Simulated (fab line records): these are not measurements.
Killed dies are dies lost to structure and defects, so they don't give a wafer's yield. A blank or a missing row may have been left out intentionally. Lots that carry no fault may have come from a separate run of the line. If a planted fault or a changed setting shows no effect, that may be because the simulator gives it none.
Code-filled problem report in 8D (eight disciplines) form || flow nand harc || the parts of the form that need people (team, actions taken, sign-off) are left out

## 1. PROBLEM STATEMENT
n2o flow sccm at NHARC_A_ONON_D1_DEP_22 reads a mean of 2398 sccm on 6 wafers of 2 lots; wafers without a fault read 2002 sccm with a standard deviation of 5.7. That is +69 standard deviations from the usual mean.
The step: target thk 1000 nm.
First observed at day 13 03:44: wafer L504.1, on pecvd onon-04. The record holds 42 wafers of 14 lots with a number at this step. By rule, "out" or "out of limits" means more than 4 standard deviations away from the usual mean. All remaining wafers that have a number are taken as sound.

## 2. WHAT IT IS, WHAT IT ISN'T
{"question": "which readings at this step", "is": "n2o flow sccm", "is not": "-"}
{"question": "which lots", "is": "L504, L505", "is not": "L483, L484, L486, L487, L488, L489, L490, L491, L492, L493, L496, L497"}
{"question": "which wafers of those lots", "is": "all that have a number", "is not": "-"}
{"question": "read on which tools", "is": "pecvd onon-04", "is not": "pecvd onon-02, pecvd onon-03"}
{"question": "when", "is": "from day 13 03:44", "is not": "up to then (36 sound wafers)"}

## 3. THE SUSPECTS, EACH WITH WHAT RULES IT OUT
Counting: any tool at a process step up to the reading is kept as a suspect provided that every lot that is out went through it and no sound lot did after the first of them.
- pecvd onon-04 at NHARC_A_ONON_D1_DEP_22 (target thk 1000 nm): kept. Every lot that is out went through it, starting with L504 (day 13 03:44), and after that it ran no sound lot; the last sound lot it ran before then is L490 (day 9 23:38). Its own n2o flow sccm readings are out on those wafers.
The count leaves pecvd onon-04 at NHARC_A_ONON_D1_DEP_22.

## 4. THE CAUSE (what the simulator had put in)
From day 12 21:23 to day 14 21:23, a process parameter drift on pecvd onon-04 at NHARC_A_ONON_D1_DEP_22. A move of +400 in setting n2o flow sccm, from 2000. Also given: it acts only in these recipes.
Only this tool survived the counting.

## 5. THE CHAIN OF EFFECTS, in route order
Each row: a reading where the mean over the struck wafers with a number is more than 3 standard deviations away from the usual. Only readings for which the record gives a usual standard deviation are gone through. hours: the time from each lot's start at the first step in this table that gives one to its start at this step, as a median over the lots. sigmas: the change in usual standard deviations.
{"hours": 0, "step": "NHARC_A_ONON_D1_DEP_22", "reading": "n2o flow sccm", "usual": "2002 sccm", "on struck wafers": 2398, "change": "+396", "sigmas": "+69"}
Here are the process steps it includes:
- NHARC_A_ONON_D1_DEP_22: target thk 1000 nm.
Later steps that measure or inspect, where all struck wafers having a row at the step show a number for every such reading and not one has moved that far: NHARC_A_ONON_D1_THK_MEAS_30.

## 6. HOW IT WOULD HAVE BEEN CAUGHT EARLIER
The fault began at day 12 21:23; the first out-of-limits reading in this record came at day 13 03:44, 6 hours later.
